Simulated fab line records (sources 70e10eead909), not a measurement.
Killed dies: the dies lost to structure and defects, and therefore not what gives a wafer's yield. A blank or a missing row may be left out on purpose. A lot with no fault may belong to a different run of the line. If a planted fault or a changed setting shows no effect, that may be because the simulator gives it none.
Chamber matching	flow nand_harc	NHARC_A_CHANNEL_HOLE_D1_ETCH_38 on rie_diel-10: 4 sister chambers
The step etches the open film in CF4, target depth 39 nm, time 65 s. 14 wafers are shown with their chamber, then 7 later ones without.

WAFERS WITH THEIR CHAMBER
wafer	chamber	drypump_motor_current_A (A)	rf_vpp_V (V)	oes_product_au (a.u.)
L076.4	1	6.5	151.0	1.005
L076.5	0	5.6	151.0	1.015
L076.6	3	6.1	152.6	1.014
L081.2	1	6.5	151.4	0.994
L081.3	3	6.1	151.6	1.008
L081.6	0	5.6	152.4	1.008
L083.1	0	5.6	151.2	1.004
L083.2	1	6.4	151.1	0.990
L083.6	3	6.1	152.2	1.005
L085.1	2	5.7	150.7	0.997
L085.2	3	6.1	154.5	0.998
L085.3	1	6.5	151.5	0.990
L090.1	3	6.1	151.7	0.986
L090.3	1	6.5	150.5	0.997

SIGNATURES (means of the wafers above)
reading	chamber 0	chamber 1	chamber 2	chamber 3	scatter within a chamber
drypump_motor_current_A	5.600	6.480	5.700	6.100	0.0283
rf_vpp_V	151.533	151.100	150.700	152.520	0.855
oes_product_au	1.00900	0.99520	0.99700	1.00220	0.00823
Rule: for each reading, subtract the chamber's mean from the wafer's reading, divide by that reading's scatter and square the result; add these up over the readings and take the root, which gives the wafer's distance from the chamber. The wafer belongs to the nearest chamber; if the next one is less than 2 further off, it can't be placed. The scatter: take each reading less its chamber's mean, square it, sum over the shown wafers, divide by the number of wafers less the number of chambers, and take the root.

WAFERS WITH NO CHAMBER GIVEN
wafer	drypump_motor_current_A (A)	rf_vpp_V (V)	oes_product_au (a.u.)
L090.6	5.8	151.1	1.010
L091.4	6.1	151.8	0.994
L091.5	6.5	150.8	0.982
L091.6	5.8	149.9	1.024
L093.2	6.1	152.1	1.004
L093.3	6.5	151.0	0.990
L093.4	5.6	151.2	0.988

THE CHAMBER EACH PASSED THROUGH
wafer	from the rows above	in truth
L090.6	2	2
L091.4	3	3
L091.5	1	1
L091.6	2	2
L093.2	3	3
L093.3	1	1
L093.4	can't be placed: 0 or 2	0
Correct placement for 6 of the 7. These rows do not allow placing 1 (true chamber among the candidates in 1). Placed wrongly: 0.
